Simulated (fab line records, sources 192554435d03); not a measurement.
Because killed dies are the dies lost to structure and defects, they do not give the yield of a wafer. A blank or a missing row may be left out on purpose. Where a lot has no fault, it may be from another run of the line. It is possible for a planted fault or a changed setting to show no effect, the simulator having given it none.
fab line records	flow n5_finfet
record lots=24	wafers=72	last_day=17
route steps=1938 shown BEOL_M11@1559 BEOL_M12@1602
lots with no fault: from the same line, run without faults
start_h: the number of hours between the record's first day and the start of the first shown wafer of the lot	wait_h: hours since the lot's step before	" unchanged from the row above	L1.1+2: one row covering several wafers at once	- no value present, or no start provided	* or withheld: withheld	< > ~ a bound
route shown NAME@n: NAME is a module with steps in the file, n the number in the route of the first one	usual: mean/standard deviation taken from wafers without a fault	same: alike in all rows	chamber/n: place in a boat	sites: the reading at each site	_std_site: how widely they spread, as a standard deviation	_edge_site: the outer-site mean with the inner-site mean subtracted	radius_mm: for every site, how far away it sits from the centre of the wafer	mask NAME#n: copy n	behind: the tool/chamber that last shaped the wafer	hold: why the lot went on hold/how many hours it stayed there/how the hold came to an end	device: names the non-switching transistor (n, p or np)	end of line: the tests these same wafers got at the end of their route	where a step has no rows: the recipe by itself	killed: dies lost to structure and defects at the first sort, not the wafer's yield	map: the dies of a wafer, with x for killed, . for not killed, _ for no die there
set.NAME: setting as actually run; set.NAME@STEP: the setting as run at that earlier step	model.NAME: the simulator's own value behind a step, which no gauge read
the route's steps for a sample of lots (tables are steps, rows are wafers)
services: the hour from which a tool's chamber was out of use, counted from the record's first day as start_h (under 0 if before that day), plus the number of hours and why
## steps
# step N5_BEOL_M11_CD_MEAS_18
# recipe pitch_nm=140	target_cd_nm=70
# usual cd_nm=70.1/0.58
lot.wafer	tool	chamber	start_h	wait_h	cd_nm
L075.3	cd_sem-01	-	229.09	0.1	69.3
L075.4	"	-	"	"	69.6
L075.6	"	-	"	"	69.4
L077.4	cd_sem-03	-	229.34	0.0	70.5
L077.5	"	-	"	"	69.4
L077.6	"	-	"	"	69.9
L074.1	cd_sem-03	-	234.03	0.0	70.1
L074.4	"	-	"	"	70.2
L074.5	"	-	"	"	70.2
L076.3	cd_sem-01	-	239.21	0.1	70.2
L076.4	"	-	"	"	69.8
L076.6	"	-	"	"	70.5
L078.2	cd_sem-01	-	245.94	0.1	70.8
L078.4	"	-	"	"	70.6
L078.5	"	-	"	"	70.3
L081.1	cd_sem-03	-	254.60	0.0	70.2
L081.3	"	-	"	"	70.5
L081.6	"	-	"	"	70.0
L080.1	cd_sem-01	-	258.08	0.0	70.2
L080.4	"	-	"	"	70.6
L080.6	"	-	"	"	70.4
L079.2	cd_sem-03	-	258.35	0.1	70.6
L079.3	"	-	"	"	69.8
L079.5	"	-	"	"	70.3
L082.2	cd_sem-01	-	264.87	0.1	70.1
L082.3	"	-	"	"	70.3
L082.5	"	-	"	"	70.8
L083.1	cd_sem-02	-	279.41	0.0	70.5
L083.4	"	-	"	"	70.3
L083.5	"	-	"	"	70.8
L084.2	cd_sem-03	-	293.30	0.1	71.5
L084.4	"	-	"	"	70.4
L084.6	"	-	"	"	71.4
L085.2	cd_sem-03	-	293.69	0.1	69.9
L085.3	"	-	"	"	69.6
L085.4	"	-	"	"	69.8
L086.1	cd_sem-02	-	296.06	0.0	69.6
L086.3	"	-	"	"	69.5
L086.5	"	-	"	"	70.0
L088.1	cd_sem-01	-	299.14	0.0	70.1
L088.2	"	-	"	"	70.3
L088.5	"	-	"	"	69.3
L087.2	cd_sem-03	-	299.96	0.1	71.9
L087.4	"	-	"	"	70.7
L087.5	"	-	"	"	70.4
L089.3	cd_sem-01	-	309.30	0.1	70.3
L089.4	"	-	"	"	69.9
L089.5	"	-	"	"	70.4
L090.3	cd_sem-01	-	320.07	0.1	70.7
L090.4	"	-	"	"	70.2
L090.5	"	-	"	"	70.7
L091.1	cd_sem-02	-	320.37	0.0	70.4
L091.2	"	-	"	"	70.3
L091.4	"	-	"	"	70.4
L092.2	cd_sem-01	-	331.11	0.1	69.1
L092.4	"	-	"	"	69.8
L092.5	"	-	"	"	69.6
L093.1	cd_sem-01	-	339.10	0.0	70.6
L093.4	"	-	"	"	69.8
L093.5	"	-	"	"	70.0
L094.1	cd_sem-03	-	347.52	0.0	71.2
L094.2	"	-	"	"	70.5
L094.3	"	-	"	"	71.0
L095.2	cd_sem-01	-	362.69	0.1	69.3
L095.4	"	-	"	"	69.5
L095.6	"	-	"	"	70.0
L096.3	cd_sem-03	-	363.14	0.1	69.6
L096.4	"	-	"	"	69.4
L096.5	"	-	"	"	69.4
L097.4	cd_sem-03	-	366.18	0.0	70.0
L097.5	"	-	"	"	70.1
L097.6	"	-	"	"	69.3
# step N5_BEOL_M11_CD_MEAS_28
# recipe target_cd_nm=70	landing_energy_ev=500	detector=se_inlens	polarity=opening
# usual cd_nm=69.7/0.75
lot.wafer	tool	chamber	start_h	wait_h	cd_nm
L075.3	cd_sem-01	0	232.14	-	69.9
L075.4	"	0	"	"	70.4
L075.6	"	0	"	"	69.2
L077.4	cd_sem-01	0	232.31	-	68.5
L077.5	"	0	"	"	69.3
L077.6	"	0	"	"	69.7
L074.1	cd_sem-01	0	234.32	-	69.3
L074.4	"	0	"	"	69.2
L074.5	"	0	"	"	69.2
L076.3	cd_sem-02	0	241.52	-	69.9
L076.4	"	0	"	"	69.3
L076.6	"	0	"	"	68.6
L078.2	cd_sem-01	0	249.31	-	69.4
L078.4	"	0	"	"	69.7
L078.5	"	0	"	"	68.2
L081.1	cd_sem-01	0	255.87	-	69.6
L081.3	"	0	"	"	70.5
L081.6	"	0	"	"	69.8
L080.1	cd_sem-02	0	259.90	-	68.2
L080.4	"	0	"	"	69.5
L080.6	"	0	"	"	69.4
L079.2	cd_sem-01	0	260.07	-	68.8
L079.3	"	0	"	"	69.2
L079.5	"	0	"	"	69.3
L082.2	cd_sem-01	0	265.90	-	69.4
L082.3	"	0	"	"	68.9
L082.5	"	0	"	"	68.2
L083.1	cd_sem-02	0	279.82	-	69.7
L083.4	"	0	"	"	69.0
L083.5	"	0	"	"	69.6
L085.2	cd_sem-03	0	294.42	-	69.6
L085.3	"	0	"	"	69.1
L085.4	"	0	"	"	69.2
L084.2	cd_sem-01	0	294.59	-	69.0
L084.4	"	0	"	"	69.4
L084.6	"	0	"	"	68.9
L086.1	cd_sem-02	0	296.64	-	71.0
L086.3	"	0	"	"	71.1
L086.5	"	0	"	"	70.4
L088.1	cd_sem-02	0	300.21	-	70.1
L088.2	"	0	"	"	69.1
L088.5	"	0	"	"	69.3
L087.2	cd_sem-02	0	300.38	-	70.3
L087.4	"	0	"	"	70.0
L087.5	"	0	"	"	69.8
L089.3	cd_sem-03	0	310.75	-	71.1
L089.4	"	0	"	"	70.8
L089.5	"	0	"	"	71.4
L091.1	cd_sem-01	0	322.30	-	69.2
L091.2	"	0	"	"	69.8
L091.4	"	0	"	"	69.9
L090.3	cd_sem-03	0	322.48	-	69.7
L090.4	"	0	"	"	69.3
L090.5	"	0	"	"	69.6
L092.2	cd_sem-03	0	332.35	-	69.8
L092.4	"	0	"	"	69.3
L092.5	"	0	"	"	70.1
L093.1	cd_sem-03	0	339.67	-	70.9
L093.4	"	0	"	"	71.9
L093.5	"	0	"	"	70.6
L094.1	cd_sem-02	0	347.97	-	70.3
L094.2	"	0	"	"	70.2
L094.3	"	0	"	"	70.0
L095.2	cd_sem-01	0	363.10	-	70.4
L095.4	"	0	"	"	68.9
L095.6	"	0	"	"	69.1
L096.3	cd_sem-03	0	363.57	-	69.4
L096.4	"	0	"	"	69.7
L096.5	"	0	"	"	68.5
L097.4	cd_sem-02	0	366.74	-	70.3
L097.5	"	0	"	"	69.8
L097.6	"	0	"	"	70.2
# step N5_BEOL_M11_CURE_72
# recipe temp_c=370	time_s=120	ambient=DMADMS/He	material=SiCOH_lowk
# usual lamp_power_pct=52.31/0.058	wafer_temp_C_max=372.0/0.62
lot.wafer	tool	chamber	start_h	wait_h	lamp_power_pct	wafer_temp_C_max
L075.3	uv_cure-02	1	233.11	0.1	52.31	371.9
L075.4	"	1	"	"	52.31	372.1
L075.6	"	1	"	"	52.37	372.9
L077.4	uv_cure-03	0	233.47	0.3	52.29	372.6
L077.5	"	0	"	"	52.31	371.8
L077.6	"	0	"	"	52.19	372.2
L074.1	uv_cure-02	0	235.10	0.0	52.27	371.7
L074.4	"	0	"	"	52.35	372.2
L074.5	"	0	"	"	52.35	372.7
L076.3	uv_cure-01	1	242.65	0.3	52.35	371.2
L076.4	"	1	"	"	52.27	371.0
L076.6	"	1	"	"	52.25	370.8
L078.2	uv_cure-03	0	250.13	0.1	52.44	372.0
L078.4	"	0	"	"	52.35	371.9
L078.5	"	0	"	"	52.29	372.8
L081.1	uv_cure-03	0	256.64	0.0	52.22	372.6
L081.3	"	0	"	"	52.29	371.4
L081.6	"	0	"	"	52.32	371.9
L080.1	uv_cure-01	0	260.68	0.0	52.37	372.2
L080.4	"	0	"	"	52.37	372.3
L080.6	"	0	"	"	52.30	371.9
L079.2	uv_cure-01	2	261.65	0.1	52.31	370.9
L079.3	"	2	"	"	52.41	371.5
L079.5	"	2	"	"	52.33	371.3
L082.2	uv_cure-03	1	266.96	0.1	52.23	372.1
L082.3	"	1	"	"	52.31	371.5
L082.5	"	1	"	"	52.30	371.3
L083.1	uv_cure-03	1	281.05	0.0	52.38	371.2
L083.4	"	1	"	"	52.33	370.8
L083.5	"	1	"	"	52.44	371.3
L085.2	uv_cure-02	2	295.24	0.1	52.31	372.7
L085.3	"	2	"	"	52.23	373.3
L085.4	"	2	"	"	52.32	373.0
L084.2	uv_cure-02	0	295.54	0.2	52.33	372.3
L084.4	"	0	"	"	52.30	371.8
L084.6	"	0	"	"	52.31	372.5
L086.1	uv_cure-01	0	297.41	0.0	52.32	372.6
L086.3	"	0	"	"	52.38	372.3
L086.5	"	0	"	"	52.20	372.4
L088.1	uv_cure-03	1	301.14	0.0	52.29	371.7
L088.2	"	1	"	"	52.29	372.0
L088.5	"	1	"	"	52.25	371.8
L087.2	uv_cure-01	0	301.22	0.1	52.28	372.5
L087.4	"	0	"	"	52.37	372.0
L087.5	"	0	"	"	52.24	372.5
L089.3	uv_cure-02	1	311.62	0.1	52.36	371.3
L089.4	"	1	"	"	52.21	371.4
L089.5	"	1	"	"	52.33	371.5
L091.1	uv_cure-01	2	323.32	0.2	52.22	371.6
L091.2	"	2	"	"	52.29	371.2
L091.4	"	2	"	"	52.41	371.2
L090.3	uv_cure-02	1	323.58	0.1	52.32	371.9
L090.4	"	1	"	"	52.25	372.1
L090.5	"	1	"	"	52.34	372.7
L092.2	uv_cure-01	2	333.23	0.1	52.24	371.2
L092.4	"	2	"	"	52.30	371.6
L092.5	"	2	"	"	52.28	371.3
L093.1	uv_cure-03	1	341.00	0.3	52.28	371.5
L093.4	"	1	"	"	52.30	371.6
L093.5	"	1	"	"	52.28	372.2
L094.1	uv_cure-02	0	348.74	0.0	52.38	372.2
L094.2	"	0	"	"	52.37	372.1
L094.3	"	0	"	"	52.33	372.9
L095.2	uv_cure-03	0	364.82	0.1	52.34	372.1
L095.4	"	0	"	"	52.34	372.4
L095.6	"	0	"	"	52.26	372.1
L096.3	uv_cure-03	1	365.33	0.1	52.39	371.6
L096.4	"	1	"	"	52.36	371.4
L096.5	"	1	"	"	52.40	371.6
L097.4	uv_cure-01	0	367.77	0.3	52.29	372.5
L097.5	"	0	"	"	52.13	373.2
L097.6	"	0	"	"	52.28	373.0
# step N5_BEOL_M11_ALD_74
# recipe material=TaN	target_thk_a=20	temp_c=275	ald_precursor_family=PDMAT	ald_co_reactant=NH3	pressure_torr=3	carrier_flow_sccm=1500	pulse_time_s=2	purge_time_s=3	co_reactant_purge_time_s=2	co_reactant_pulse_time_s=3	ald_cycles=40	precursor_vessel_temp_c=75	precursor_vessel_pressure_torr=26.25	precursor_vessel_carrier_sccm=1000
# usual chamber_pressure_Torr=2.999/0.0071	heater_power_w=425/40
# same co_reactant_purge_time_s=2
lot.wafer	tool	chamber	start_h	wait_h	chamber_pressure_Torr	heater_power_w
L075.3	ald_metal-02	2	233.49	0.0	3.014	411
L075.4	"	1	"	"	3.005	444
L075.6	"	3	"	"	3.000	385
L077.4	ald_metal-03	3	234.06	0.3	3.000	387
L077.5	"	0	"	"	2.995	466
L077.6	"	2	"	"	2.986	470
L074.1	ald_metal-04	0	235.54	0.0	3.009	400
L074.4	"	2	"	"	3.009	434
L074.5	"	2	"	"	3.010	447
L076.3	ald_metal-02	2	243.14	0.1	2.999	426
L076.4	"	1	"	"	3.003	460
L076.6	"	0	"	"	2.986	369
L078.2	ald_metal-02	2	250.57	0.1	3.005	410
L078.4	"	3	"	"	3.000	383
L078.5	"	3	"	"	2.999	382
L081.1	ald_metal-03	3	257.50	0.0	2.999	384
L081.3	"	2	"	"	3.002	464
L081.6	"	2	"	"	2.996	478
L080.1	ald_metal-03	0	261.23	0.0	3.014	486
L080.4	"	2	"	"	2.994	469
L080.6	"	1	"	"	3.003	475
L079.2	ald_metal-03	0	262.57	0.0	2.988	479
L079.3	"	1	"	"	2.999	468
L079.5	"	2	"	"	2.998	476
L082.2	ald_metal-02	3	267.65	0.0	2.990	371
L082.3	"	2	"	"	2.997	416
L082.5	"	2	"	"	3.008	425
L083.1	ald_metal-03	3	281.95	0.2	3.004	391
L083.4	"	0	"	"	2.988	476
L083.5	"	2	"	"	3.000	465
L085.2	ald_metal-04	3	295.86	0.0	3.001	398
L085.3	"	0	"	"	2.999	396
L085.4	"	2	"	"	3.004	446
L084.2	ald_metal-04	3	297.07	0.0	2.993	395
L084.4	"	1	"	"	3.007	425
L084.6	"	1	"	"	3.008	426
L086.1	ald_metal-04	0	297.89	0.0	2.997	401
L086.3	"	2	"	"	3.000	434
L086.5	"	0	"	"	2.997	395
L088.1	ald_metal-04	2	301.64	0.1	3.010	425
L088.2	"	1	"	"	2.996	429
L088.5	"	2	"	"	3.013	447
L087.2	ald_metal-02	3	301.71	0.0	2.988	382
L087.4	"	2	"	"	3.012	424
L087.5	"	0	"	"	2.999	367
L089.3	ald_metal-03	0	312.70	0.1	2.995	460
L089.4	"	1	"	"	2.994	466
L089.5	"	0	"	"	3.001	468
L091.1	ald_metal-02	1	324.10	0.0	2.998	451
L091.2	"	2	"	"	2.999	408
L091.4	"	3	"	"	3.010	380
L090.3	ald_metal-02	3	324.44	0.0	3.002	380
L090.4	"	1	"	"	2.992	454
L090.5	"	0	"	"	2.995	353
L092.2	ald_metal-03	1	333.89	0.0	3.008	462
L092.4	"	3	"	"	3.002	396
L092.5	"	1	"	"	3.000	462
L093.1	ald_metal-03	1	341.43	0.0	2.998	465
L093.4	"	3	"	"	2.999	393
L093.5	"	3	"	"	2.993	396
L094.1	ald_metal-03	1	349.46	0.0	2.998	474
L094.2	"	2	"	"	3.000	470
L094.3	"	0	"	"	2.988	469
L095.2	ald_metal-03	1	365.25	0.0	2.999	466
L095.4	"	2	"	"	2.991	476
L095.6	"	0	"	"	2.987	470
L096.3	ald_metal-03	2	365.72	0.1	2.987	459
L096.4	"	1	"	"	3.005	466
L096.5	"	2	"	"	3.004	477
L097.4	ald_metal-02	2	368.53	0.3	3.004	392
L097.5	"	1	"	"	2.991	418
L097.6	"	0	"	"	2.993	352
# step N5_BEOL_M12_ILD_DEP_00
# recipe material=SiOC	target_thk_a=6589.2	temp_c=350	precursor=DEMS/O2	pressure_torr=5	rf_w=500	time_s=130.7
# usual chamber_pressure_Torr=4.999/0.01	heater_power_w=478/76	showerhead_plenum_p_Torr=5.698/0.012	throttle_valve_pct=11.9/0.89
lot.wafer	tool	chamber	start_h	wait_h	chamber_pressure_Torr	heater_power_w	showerhead_plenum_p_Torr	throttle_valve_pct
L075.3	pecvd-04	1	235.24	0.0	4.989	479	5.685	12.3
L075.4	"	2	"	"	5.009	575	5.687	11.0
L075.6	"	1	"	"	4.990	507	5.676	12.4
L077.4	pecvd-02	1	236.14	0.1	5.002	249	5.707	14.2
L077.5	"	0	"	"	4.996	524	5.696	11.8
L077.6	"	2	"	"	4.984	397	5.715	11.1
L074.1	pecvd-04	1	237.53	0.0	5.006	482	5.699	12.3
L074.4	"	0	"	"	5.009	510	5.707	12.5
L074.5	"	2	"	"	5.007	500	5.684	11.3
L076.3	pecvd-04	2	246.46	0.0	4.973	554	5.690	11.1
L076.4	"	0	"	"	5.007	412	5.708	12.8
L076.6	"	2	"	"	4.997	563	5.687	11.2
L078.2	pecvd-04	1	252.56	0.0	5.011	483	5.686	12.6
L078.4	"	1	"	"	4.985	515	5.699	12.2
L078.5	"	1	"	"	5.002	534	5.687	12.2
L081.1	pecvd-04	1	259.23	0.0	5.007	498	5.686	12.5
L081.3	"	2	"	"	4.985	501	5.691	11.1
L081.6	"	2	"	"	4.988	545	5.694	11.1
L080.1	pecvd-04	1	263.06	0.0	4.988	509	5.696	12.6
L080.4	"	0	"	"	4.985	484	5.699	12.6
L080.6	"	2	"	"	5.012	542	5.685	11.2
L079.2	pecvd-04	0	264.77	0.0	5.009	458	5.717	12.4
L079.3	"	1	"	"	4.995	447	5.693	12.3
L079.5	"	0	"	"	4.998	475	5.711	12.8
L082.2	pecvd-01	1	269.86	0.0	5.001	432	5.690	12.1
L082.3	"	0	"	"	5.002	572	5.703	11.0
L082.5	"	2	"	"	4.994	542	5.693	10.7
L083.1	pecvd-04	2	283.93	0.0	5.009	561	5.687	10.8
L083.4	"	0	"	"	5.012	489	5.706	12.4
L083.5	"	1	"	"	5.005	513	5.680	12.5
L085.2	pecvd-04	2	297.87	0.0	5.003	573	5.700	10.9
L085.3	"	1	"	"	4.993	461	5.697	12.2
L085.4	"	1	"	"	4.993	493	5.693	12.1
L084.2	pecvd-04	0	298.90	0.0	4.996	483	5.710	12.3
L084.4	"	0	"	"	5.000	511	5.710	12.6
L084.6	"	1	"	"	4.999	469	5.699	12.4
L086.1	pecvd-01	1	299.68	0.0	5.003	451	5.698	12.0
L086.3	"	0	"	"	5.014	508	5.699	10.9
L086.5	"	1	"	"	5.009	478	5.708	12.0
L088.1	pecvd-01	0	303.55	0.0	4.999	521	5.707	10.8
L088.2	"	1	"	"	5.000	437	5.690	12.0
L088.5	"	1	"	"	5.010	438	5.706	11.9
L087.2	pecvd-04	0	303.82	0.0	4.998	438	5.712	12.6
L087.4	"	1	"	"	4.991	510	5.687	12.1
L087.5	"	2	"	"	5.000	500	5.679	11.2
L089.3	pecvd-01	2	314.37	0.0	5.011	467	5.694	10.6
L089.4	"	1	"	"	4.999	374	5.708	11.9
L089.5	"	0	"	"	4.994	559	5.689	11.1
L091.1	pecvd-04	1	326.60	0.0	5.003	463	5.695	12.3
L091.2	"	2	"	"	4.983	563	5.709	11.6
L091.4	"	2	"	"	4.989	581	5.702	11.2
L090.3	pecvd-02	1	327.54	0.0	4.984	312	5.698	14.1
L090.4	"	0	"	"	5.000	578	5.715	11.7
L090.5	"	2	"	"	4.980	305	5.708	11.2
L092.2	pecvd-02	2	335.95	0.0	4.996	385	5.715	11.1
L092.4	"	2	"	"	4.993	402	5.707	10.6
L092.5	"	0	"	"	4.998	447	5.712	11.8
L093.1	pecvd-02	0	344.77	0.0	4.989	519	5.679	11.9
L093.4	"	1	"	"	5.000	316	5.691	13.8
L093.5	"	2	"	"	4.973	376	5.700	11.1
L094.1	pecvd-01	2	351.67	0.0	5.012	574	5.684	10.9
L094.2	"	0	"	"	5.006	532	5.684	11.1
L094.3	"	1	"	"	4.993	486	5.705	12.2
L095.2	pecvd-04	0	366.86	0.0	4.989	460	5.701	12.5
L095.4	"	1	"	"	5.011	423	5.708	12.6
L095.6	"	0	"	"	4.995	490	5.720	12.7
L096.3	pecvd-02	2	367.47	0.1	4.998	313	5.718	11.0
L096.4	"	1	"	"	5.001	250	5.698	13.8
L096.5	"	1	"	"	5.005	284	5.681	13.7
L097.4	pecvd-04	0	371.39	0.1	4.995	470	5.706	12.7
L097.5	"	1	"	"	5.007	474	5.675	12.5
L097.6	"	2	"	"	4.980	602	5.699	11.2
# step N5_BEOL_M12_DESCUM_15
# recipe chemistry=O2	time_s=7.9	source_power_w=50	bias_power_w=20	pressure_mtorr=20	rf_frequency_hz=2.712e+07	temp_c=40	o2_flow_sccm=225
# usual drypump_motor_current_A=5.8/0.43	oes_product_au=0.81/0.065	rf_vpp_V=243.4/1.5	showerhead_plenum_p_Torr=2.11/0.074	temp_c=40.00/0.13	throttle_valve_pct=20.35/0.24
lot.wafer	tool	chamber	start_h	wait_h	drypump_motor_current_A	oes_product_au	rf_hours_counter_h	rf_vpp_V	showerhead_plenum_p_Torr	temp_c	throttle_valve_pct
L075.3	rie_diel-04	1	235.78	0.0	5.8	0.81	-	242.1	2.04	39.81	20.63
L075.4	"	2	"	"	6.0	0.85	-	244.1	2.12	40.05	20.05
L075.6	"	1	"	"	5.9	0.80	-	240.9	2.04	39.86	20.61
L077.4	rie_diel-04	1	236.76	0.0	5.9	0.81	-	240.5	2.04	39.84	20.61
L077.5	"	1	"	"	5.8	0.80	-	243.3	2.04	39.75	20.62
L077.6	"	2	"	"	6.0	0.87	-	243.5	2.12	40.05	20.05
L074.1	rie_diel-04	0	238.18	0.0	5.0	0.69	238	241.5	1.98	40.01	20.52
L074.4	"	3	"	"	5.0	0.82	80	242.6	2.12	40.23	20.49
L074.5	"	3	"	"	5.0	0.82	-	244.4	2.12	40.27	20.49
L076.3	rie_diel-05	1	246.99	0.0	5.9	0.81	90	244.6	2.12	39.72	20.06
L076.4	"	0	"	"	5.7	0.75	150	243.9	2.17	40.21	20.47
L076.6	"	3	"	"	5.6	0.84	-	241.6	2.03	39.92	20.61
L078.2	rie_diel-02	2	253.13	0.0	5.6	0.86	70	245.0	2.21	40.02	20.51
L078.4	"	1	"	"	6.0	0.70	220	240.2	1.98	40.10	20.51
L078.5	"	0	"	"	6.8	0.94	-	246.2	2.24	39.86	19.91
L081.1	rie_diel-04	3	259.88	0.0	5.0	0.81	88	243.6	2.12	39.78	20.49
L081.3	"	0	"	"	5.0	0.70	246	240.4	1.97	39.96	20.54
L081.6	"	2	"	"	6.0	0.86	-	242.5	2.11	40.03	20.08
L080.1	rie_diel-02	1	263.60	0.1	5.9	0.69	224	240.5	1.98	39.85	20.49
L080.4	"	3	"	"	5.3	0.79	105	243.0	2.12	39.99	20.41
L080.6	"	3	"	"	5.3	0.78	-	243.6	2.12	40.04	20.40
L079.2	rie_diel-05	3	265.29	0.0	5.6	0.82	61	243.0	2.03	40.06	20.62
L079.3	"	2	"	"	5.8	0.88	30	241.8	2.06	39.91	20.22
L079.5	"	0	"	"	5.7	0.76	-	244.2	2.17	39.81	20.47
L082.2	rie_diel-05	1	270.52	0.0	5.9	0.80	100	243.5	2.11	40.12	20.10
L082.3	"	3	"	"	5.6	0.82	63	242.0	2.03	40.01	20.62
L082.5	"	1	"	"	5.9	0.81	-	243.0	2.11	40.03	20.07
L083.1	rie_diel-02	3	284.49	0.1	5.3	0.78	112	244.9	2.11	39.75	20.42
L083.4	"	0	"	"	6.8	0.91	18	246.6	2.23	40.17	19.92
L083.5	"	0	"	"	6.8	0.91	-	245.7	2.23	40.05	19.93
L085.2	rie_diel-05	3	298.44	0.1	5.6	0.81	74	242.8	2.02	39.95	20.63
L085.3	"	0	"	"	5.7	0.74	171	243.9	2.16	40.16	20.50
L085.4	"	2	"	"	5.9	0.87	42	242.9	2.05	39.95	20.24
L084.2	rie_diel-02	3	299.54	0.0	5.3	0.78	117	242.5	2.11	40.05	20.43
L084.4	"	2	"	"	5.6	0.85	85	245.2	2.20	40.11	20.53
L084.6	"	0	"	"	6.8	0.89	-	245.6	2.23	39.91	19.93
L086.1	rie_diel-04	3	300.32	0.0	5.0	0.80	103	243.5	2.11	40.18	20.51
L086.3	"	0	"	"	5.0	0.98	3	245.0	2.24	40.21	20.15
L086.5	"	2	"	"	6.0	0.84	-	243.5	2.11	40.16	20.07
L088.1	rie_diel-05	1	304.07	0.0	5.9	0.79	112	242.6	2.11	40.11	20.09
L088.2	"	0	"	"	5.7	0.74	173	244.3	2.16	40.02	20.50
L088.5	"	0	"	"	5.7	0.74	-	243.3	2.16	39.91	20.49
L087.2	rie_diel-05	0	304.37	0.1	5.7	0.74	173	243.2	2.16	40.09	20.51
L087.4	"	2	"	"	5.8	0.87	44	242.7	2.05	39.99	20.24
L087.5	"	1	"	"	5.9	0.79	-	243.1	2.11	40.00	20.10
L089.3	rie_diel-05	2	315.02	0.0	5.8	0.86	47	241.6	2.05	40.25	20.24
L089.4	"	1	"	"	5.9	0.79	116	242.6	2.11	39.83	20.10
L089.5	"	0	"	"	5.7	0.73	-	244.3	2.16	39.90	20.49
L091.1	rie_diel-05	3	327.24	0.0	5.7	0.80	84	241.8	2.02	40.20	20.64
L091.2	"	0	"	"	5.7	0.73	181	245.3	2.16	40.00	20.51
L091.4	"	1	"	"	5.9	0.77	119	244.6	2.11	40.11	20.11
L090.3	rie_diel-04	1	328.06	0.0	5.9	0.78	127	241.2	2.03	40.02	20.68
L090.4	"	0	"	"	5.0	0.94	15	243.1	2.23	40.03	20.17
L090.5	"	1	"	"	5.8	0.78	-	243.2	2.03	39.94	20.68
L092.2	rie_diel-04	1	336.51	0.0	5.9	0.77	130	241.4	2.03	40.00	20.65
L092.4	"	3	"	"	5.0	0.78	118	243.4	2.11	40.09	20.54
L092.5	"	0	"	"	5.0	0.92	-	246.8	2.23	40.10	20.18
L093.1	rie_diel-05	2	345.44	0.1	5.8	0.83	57	242.7	2.05	40.16	20.28
L093.4	"	0	"	"	5.7	0.72	187	244.4	2.15	40.14	20.52
L093.5	"	1	"	"	5.9	0.77	-	242.2	2.11	40.11	20.12
L094.1	rie_diel-05	3	352.19	0.0	5.7	0.80	93	240.4	2.02	40.14	20.65
L094.2	"	0	"	"	5.7	0.73	189	243.9	2.15	39.83	20.52
L094.3	"	2	"	"	5.8	0.84	58	241.8	2.05	40.02	20.27
L095.2	rie_diel-02	1	367.39	0.0	5.9	0.98	2	246.3	2.23	39.93	20.14
L095.4	"	0	"	"	6.8	0.85	48	246.4	2.22	39.88	19.99
L095.6	"	1	"	"	5.9	0.98	-	243.2	2.23	40.10	20.14
L096.3	rie_diel-02	3	367.99	0.0	5.3	0.75	143	242.0	2.10	39.87	20.48
L096.4	"	2	"	"	5.6	0.81	112	244.4	2.19	39.99	20.59
L096.5	"	0	"	"	6.8	0.85	-	245.6	2.22	39.99	19.97
L097.4	rie_diel-02	1	372.16	0.2	6.0	0.98	4	244.4	2.23	40.16	20.15
L097.5	"	0	"	"	6.8	0.86	-	245.1	2.22	39.96	20.00
L097.6	"	3	"	"	5.3	0.75	-	243.3	2.10	39.86	20.47
## services
tool	chamber	start_h	hours	kind
uv_cure-02	-	221.63	7.3	repair
ald_metal-03	1	225.02	26.7	repair
rie_diel-04	0	233.87	4.2	repair
ald_metal-02	-	238.18	0.3	repair
pecvd-02	2	239.02	2.2	repair
rie_diel-04	2	248.81	4.0	repair
ald_metal-04	-	261.88	1.0	repair
ald_metal-03	1	268.78	25.3	repair
uv_cure-02	-	272.16	5.0	pm
pecvd-01	-	277.23	2.8	pm
ald_metal-04	-	283.60	0.4	repair
uv_cure-02	-	284.50	1.2	repair
pecvd-02	-	297.12	6.0	pm
rie_diel-04	1	302.10	15.4	repair
uv_cure-03	-	314.06	6.0	pm
ald_metal-04	-	319.65	14.6	pm
rie_diel-02	1	334.44	8.8	repair
ald_metal-02	-	337.25	14.0	pm
uv_cure-01	-	342.45	0.5	repair
uv_cure-01	-	345.43	5.0	repair
uv_cure-02	-	352.85	2.8	pm
rie_diel-02	0	357.09	4.7	repair
uv_cure-03	-	359.55	0.5	repair
uv_cure-01	-	364.31	0.7	repair
## key
fault none
